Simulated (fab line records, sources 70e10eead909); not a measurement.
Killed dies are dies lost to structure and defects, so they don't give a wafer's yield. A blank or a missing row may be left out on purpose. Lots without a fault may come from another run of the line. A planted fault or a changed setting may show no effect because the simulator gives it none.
Chamber matching | flow nand_harc | NHARC_P_M0_ETCH_34 on rie_diel-13: 4 sister chambers
The step etches the open film in N2/H2, target depth 40 nm, overetch 12 nm, time 43.94 s. 4 wafers are shown with their chamber, then 10 later ones without.

WAFERS WITH THEIR CHAMBER
wafer  | chamber | showerhead_plenum_p_Torr (Torr)
L080.6 | 0       | 2.13
L082.3 | 2       | 1.98
L084.2 | 3       | 2.08
L084.4 | 1       | 2.12

WAFERS WITHOUT THEIR CHAMBER
wafer  | showerhead_plenum_p_Torr (Torr)
L084.5 | 1.98
L087.3 | 2.11
L087.4 | 2.13
L087.6 | 2.13
L089.1 | 2.07
L089.4 | 1.98
L089.6 | 2.11
L095.2 | 2.12
L095.3 | 2.07
L095.6 | 2.07

WHICH CHAMBER EACH WENT THROUGH
wafer  | from the rows above     | in truth
L084.5 | 2                       | 2
L087.3 | can't be placed: 1 or 0 | 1
L087.4 | can't be placed: 0 or 1 | 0
L087.6 | can't be placed: 0 or 1 | 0
L089.1 | 3                       | 3
L089.4 | 2                       | 2
L089.6 | can't be placed: 1 or 0 | 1
L095.2 | can't be placed: 1 or 0 | 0
L095.3 | 3                       | 3
L095.6 | 3                       | 3
Placed correctly: 5 of 10. Can't be placed from these rows: 5 (the true chamber is among the candidates in 5). Placed wrongly: 0.
How it was worked out, from the rows above alone: a wafer's distance from a chamber is the root of the sum, over the readings, of the square of ((its reading less the chamber's mean) divided by the reading's scatter). The wafer belongs to the nearest chamber; if the next one is less than 2 further off, it can't be placed. A chamber's mean is the mean of its shown wafers. The scatter: with one shown wafer a chamber, the root of the mean of the squares of how far each hidden wafer lies from its nearest shown one.
